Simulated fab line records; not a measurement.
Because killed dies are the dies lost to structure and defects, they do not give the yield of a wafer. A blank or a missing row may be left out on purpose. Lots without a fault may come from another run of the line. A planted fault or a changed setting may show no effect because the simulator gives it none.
Matching of chambers -- flow n5 finfet -- N5_BEOL_M0_SAQP_ETCH_49 on rie diel-02 has 4 sister chambers
The step etches SiO2 in CF4/O2, target depth 37 nm. 8 wafers are shown with their chamber, then 7 later ones without.

EACH WAFER AND ITS CHAMBER
wafer,chamber,showerhead plenum p Torr (Torr),throttle valve pct (%)
L075.1,3,2.18,15.92
L078.3,2,2.28,15.95
L078.6,1,2.12,15.54
L085.3,0,2.09,16.37
L085.4,3,2.17,15.95
L085.6,2,2.27,15.98
L088.3,0,2.08,16.38
L088.4,1,2.11,15.57

WAFERS WITHOUT THEIR CHAMBER
wafer,showerhead plenum p Torr (Torr),throttle valve pct (%)
L088.6,2.27,15.98
L089.3,2.17,15.96
L089.4,2.08,16.38
L089.6,2.17,15.94
L090.2,2.27,15.98
L090.4,2.08,16.40
L090.6,2.27,15.99

WHICH CHAMBER EACH ONE RAN IN
wafer,from the rows above,in truth
L088.6,2,2
L089.3,3,3
L089.4,0,0
L089.6,3,3
L090.2,2,2
L090.4,0,0
L090.6,2,2
7 of 7 placed correctly. Can't be placed from these rows: 0. Placed wrongly: 0.
How it was worked out, from the rows above alone: a wafer's distance from a chamber is the root of the sum, over the readings, of the square of ((its reading less the chamber's mean) divided by the reading's scatter). The wafer belongs to the nearest chamber; if the next one is less than 2 further off, it can't be placed. Each chamber's mean is taken over the wafers shown for it. The scatter: take each reading less its chamber's mean, square it, sum over the shown wafers, divide by the number of wafers less the number of chambers, and take the root.
